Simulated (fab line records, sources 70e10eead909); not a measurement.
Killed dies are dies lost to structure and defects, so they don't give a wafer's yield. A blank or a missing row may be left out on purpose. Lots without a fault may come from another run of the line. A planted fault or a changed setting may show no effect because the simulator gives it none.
Problem report in the 8D (eight disciplines) form, filled by code | flow nand_harc | the parts of the form that need people (team, actions taken, sign-off) are left out

1. THE PROBLEM
killed_at_other at NHARC_END_SORT_01 reads a mean of 606.8 on 9 wafers of 3 lots; wafers without a fault read 1.0 with a standard deviation of 1.2. That is +99 or more standard deviations from the usual mean.
First seen on wafer L698.1, day 27 08:33, on prober-01. The record holds 12 wafers of 4 lots with a number at this step. Rule for "out", or "out of limits": more than 4 standard deviations from the usual mean. The other wafers with a number count as sound.

2. WHAT IT IS AND WHAT IT IS NOT
question                    | is                                                 | is not
which readings at this step | killed_at_other, defect_limited_yield, killed_dies | killed_at_array, killed_at_periphery, killed_open, killed_short
which lots                  | L698, L699, L700                                   | L707
which wafers of those lots  | all that have a number                             | -
read on which gauges        | prober-01, prober-02                               | -
when                        | from day 27 08:33                                  | up to then (0 sound wafers); but 3 sound wafers of L707 came after

3. SUSPECTS, AND WHAT RULES EACH OUT
Counting: a tool at a process step up to the reading stays a suspect if it ran every lot that is out and no sound lot after the first of them.
- the gauge at NHARC_END_SORT_01: ruled out. The wafers that are out were read on 2 gauges (prober-01, prober-02).
- grinder-01 at NHARC_THIN_TSV_GRIND_00: ruled out as a lasting fault. Sound lots L707 ran on it after its first lot that is out, L698 (day 26 13:46).
Left after counting: nothing in the record.

4. THE CAUSE (what the simulator had put in)
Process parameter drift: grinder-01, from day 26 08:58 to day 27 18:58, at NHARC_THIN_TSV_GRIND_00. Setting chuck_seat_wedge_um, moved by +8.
Counting ruled it out, wrongly: the rule takes a fault to strike every lot that its tool runs from its start on, and this one did not.

5. THE CHAIN OF EFFECTS, in route order
Each row: a reading whose mean over the struck wafers that have a number lies more than 3 standard deviations from the usual. Only readings for which the record gives a usual standard deviation are gone through. hours: the time from each lot's start at the first step in this table that gives one to its start at this step, as a median over the lots. sigmas: the change in usual standard deviations.
hours | step              | reading              | usual  | on struck wafers | change | sigmas
0     | NHARC_END_SORT_01 | defect_limited_yield | 90.7 % | 0.0              | -90.7  | -31
0     | NHARC_END_SORT_01 | killed_at_other      | 1.0    | 606.8            | +605.8 | +99 or more
0     | NHARC_END_SORT_01 | killed_dies          | 63     | 677              | +614   | +31

6. WHAT WOULD HAVE CAUGHT IT SOONER
In this record the first reading out of limits at a measuring or inspecting step was taken at day 27 08:33, 24 hours after the fault began at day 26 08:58.
Of the tool readings at NHARC_THIN_TSV_GRIND_00 for which the record gives a usual standard deviation, none was out on any struck wafer, so an alarm limit of 4 standard deviations on them would not have fired.
